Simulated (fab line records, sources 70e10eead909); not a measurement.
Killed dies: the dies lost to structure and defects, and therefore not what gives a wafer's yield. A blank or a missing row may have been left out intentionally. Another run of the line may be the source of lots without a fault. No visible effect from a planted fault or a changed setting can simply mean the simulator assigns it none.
Chamber matching | flow nand harc | NHARC_A_SLIT_ETCH_29 on rie diel-07 has 4 sister chambers
The step etches the open film in CF4/O2, target depth 100 nm, overetch 10 nm, time 55 s. 16 wafers are shown with their chamber, then 8 later ones without.

## EACH WAFER AND ITS CHAMBER
wafer  | chamber | drypump motor current A (A) | rf vpp V (V) | rf fwd power W (W)
L078.1 | 1       | 5.6                         | 200.2        | 298.3
L078.2 | 3       | 5.8                         | 197.5        | 296.3
L078.3 | 0       | 4.8                         | 198.7        | 297.2
L081.2 | 1       | 5.6                         | 198.4        | 297.4
L081.3 | 0       | 4.8                         | 197.2        | 296.2
L081.5 | 0       | 4.8                         | 196.9        | 296.1
L079.2 | 1       | 5.6                         | 199.8        | 298.0
L079.3 | 2       | 6.1                         | 198.9        | 295.3
L079.4 | 0       | 4.9                         | 196.8        | 295.8
L082.2 | 0       | 4.8                         | 195.8        | 294.9
L082.3 | 2       | 6.1                         | 199.4        | 296.7
L082.5 | 2       | 6.1                         | 199.2        | 296.4
L084.1 | 3       | 5.8                         | 198.1        | 296.7
L084.2 | 1       | 5.6                         | 200.5        | 296.9
L084.6 | 2       | 6.1                         | 198.8        | 297.6
L085.2 | 3       | 5.8                         | 196.8        | 297.0

SIGNATURES, as means of the wafers listed above
reading                 | chamber 0 | chamber 1 | chamber 2 | chamber 3 | scatter within a chamber
drypump motor current A | 4.820     | 5.600     | 6.100     | 5.800     | 0.0258
rf vpp V                | 197.080   | 199.725   | 199.075   | 197.467   | 0.819
rf fwd power W          | 296.040   | 297.650   | 296.500   | 296.667   | 0.755
Rule: a wafer lies at a distance from a chamber equal to the root of the sum of squares, over the readings, of (its reading less the chamber's mean, divided by the reading's scatter). The wafer belongs to the nearest chamber; if the next one is less than 2 further off, it can't be placed. How the scatter is found: for the shown wafers, subtract from each reading the mean of its chamber, square and add these, divide the total by (wafers less chambers), then take the root.

## WAFERS WITH NO CHAMBER GIVEN
wafer  | drypump motor current A (A) | rf vpp V (V) | rf fwd power W (W)
L085.3 | 6.0                         | 199.0        | 296.9
L085.5 | 5.6                         | 199.6        | 295.3
L092.1 | 5.8                         | 198.9        | 297.4
L092.2 | 5.6                         | 199.7        | 296.8
L092.4 | 5.6                         | 200.2        | 296.6
L097.1 | 6.0                         | 200.3        | 296.2
L097.2 | 5.6                         | 200.2        | 297.9
L097.4 | 6.0                         | 197.8        | 297.5

## THE CHAMBER EACH PASSED THROUGH
wafer  | from the rows above | in truth
L085.3 | 2                   | 2
L085.5 | 1                   | 1
L092.1 | 3                   | 3
L092.2 | 1                   | 1
L092.4 | 1                   | 1
L097.1 | 2                   | 2
L097.2 | 1                   | 1
L097.4 | 2                   | 2
8 of 8 placed correctly. Not placeable from these rows: 0. 0 placed wrongly.
